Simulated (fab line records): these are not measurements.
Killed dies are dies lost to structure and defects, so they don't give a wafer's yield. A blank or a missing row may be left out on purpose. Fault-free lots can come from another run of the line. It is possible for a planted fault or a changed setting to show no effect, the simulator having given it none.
A lot that was struck, set against a sound lot	flow n5Finfet	15 out of 1938 route steps
Sound: the wafers L997.3, L997.4, L997.5. Struck: wafer L103.3 (L103.1, L103.4, from the same lot, were not struck and are left out); the cause is given at the end.
Each step with rows lists, per side, the tool, then ch with its chambers, then its first start. Under that, the readings that differ: sound wafers	struck wafers	difference of the means	sigmas: that difference in standard deviations of wafers without a fault.
alike: same words and numbers on both sides, and readings whose means sit less than 2 such deviations apart. not compared: any withheld reading, any reading some wafer has no value for, any bound like >300 that may hide the same value, and any number with overlapping values for which the record gives no deviation.
Wherever a step has rows on one side only, a row that says differs or no value, or a row with sigmas, the two part there. When numbers do not overlap yet have no deviation, they are printed without sigmas and do not part them. A reading missing from all wafers of one side parts the sides only when that side holds two or more wafers.

first, 3 steps without rows for these wafers: N5_BEOL_M7_EXPOSE_25 (exposes mask V6, target cd 40 nm); N5_BEOL_M7_PEB_26 (peb time 60 s); N5_BEOL_M7_DEVELOP_27 (develop time 30 s).
N5_BEOL_M7_CD_MEAS_28: target cd 40 nm.
  sound on cdSem-01 ch 0, day 13 04:07; struck on cdSem-03 ch 0, day 14 15:22
  alike: cdNm
N5_BEOL_M7_OVL_MEAS_29:
  sound on overlay-01 ch 0, day 13 04:10; struck on overlay-02 ch 0, day 14 15:24
  alike: V6_OVL
N5_BEOL_M7_INSPECT_30: inspects for defects (brightfield).
  struck on defectInspect-01, day 14 15:27; sound on defectInspect-01, day 13 04:13
  alike: rawDefectCount
N5_BEOL_M7_DESCUM_33: chemistry O2, time 7 s.
  sound on rieDiel-02 ch 1,2, day 13 04:14; struck on rieDiel-02 ch 0, day 14 15:30
  alike: biasPowerW, drypumpMotorCurrentA, oesProductAu, rfVppV, showerheadPlenumPTorr, throttleValvePct
  not compared: rfHoursCounterH
N5_BEOL_M7_ETCH_72: etches underlayer in N2/H2, target depth 6.5 nm, time 5.2 s.
  sound on rieDiel-02 ch 1,2, day 13 04:17; struck on rieDiel-02 ch 0, day 14 15:32
reading	sound	struck	difference	sigmas
h2FlowSccm (sccm)	199.7 200.1 199.2	201.0	+1.3	+3
  alike: drypumpMotorCurrentA, etchRfOnTimeS, oesProductAu, rfVppV, showerheadPlenumPTorr, throttleValvePct
  not compared: rfHoursCounterH
N5_BEOL_M7_ETCH_65: etches SiARC in CF4, target depth 15.6 nm, time 26 s.
  sound on rieDiel-02 ch 1,2, day 13 04:17; struck on rieDiel-02 ch 0, day 14 15:33
  alike: drypumpMotorCurrentA, etchRfOnTimeS, oesProductAu, rfVppV, showerheadPlenumPTorr, throttleValvePct
  not compared: rfHoursCounterH
N5_BEOL_M7_ETCH_66: etches SOC in N2/H2, target depth 80 nm, overetch 16 nm, time 120 s.
  sound on rieDiel-02 ch 1,2, day 13 04:19; struck on rieDiel-02 ch 0, day 14 15:35
  alike: drypumpMotorCurrentA, h2FlowSccm, oesProductAu, rfVppV, showerheadPlenumPTorr, throttleValvePct
  not compared: rfHoursCounterH
then, 2 steps without rows for these wafers: N5_BEOL_M7_STRIP_69 (strips in N2/H2); N5_BEOL_M7_STRIP_73 (strips in N2/H2).
N5_BEOL_M7_VIA_ETCH_34: etches SiCOH lowk in C4F6/O2, target depth 125.5 nm, time 50.5 s.
  sound on rieDiel-02 ch 1,2, day 13 04:25; struck on rieDiel-02 ch 0, day 14 15:41
reading	sound	struck	difference	sigmas
oesProductAu (a.u.)	0.68 0.69 0.74	0.91	+0.21	+2
model.etch.depthNm (nm)	123.8 124.2 125.2	177.9	+53.5	
model.SOC_of_BEOL_M7_COAT_63.thkNm (nm)	54.2 54.2 54	51.2	-2.9	
model.BEOL_M7.cdNm (nm)	40 39.8 39.8	40.2	+0.3	
  alike: drypumpMotorCurrentA, oes_ar_750_au, rfVppV, showerheadPlenumPTorr, throttleValvePct
  not compared: rfHoursCounterH
then, 1 step without rows for these wafers: N5_BEOL_M7_STRIP_76 (strips in C4F6/O2).
N5_PASSIVATION_PROBE_49:
  rows exist in the record for the sound wafers here (prober-02, day 16 01:46), none for the struck ones

## WHERE THEY PART
First at N5_BEOL_M7_ETCH_72; last, within this record, at N5_PASSIVATION_PROBE_49.

WHY: what had been put in by the simulator
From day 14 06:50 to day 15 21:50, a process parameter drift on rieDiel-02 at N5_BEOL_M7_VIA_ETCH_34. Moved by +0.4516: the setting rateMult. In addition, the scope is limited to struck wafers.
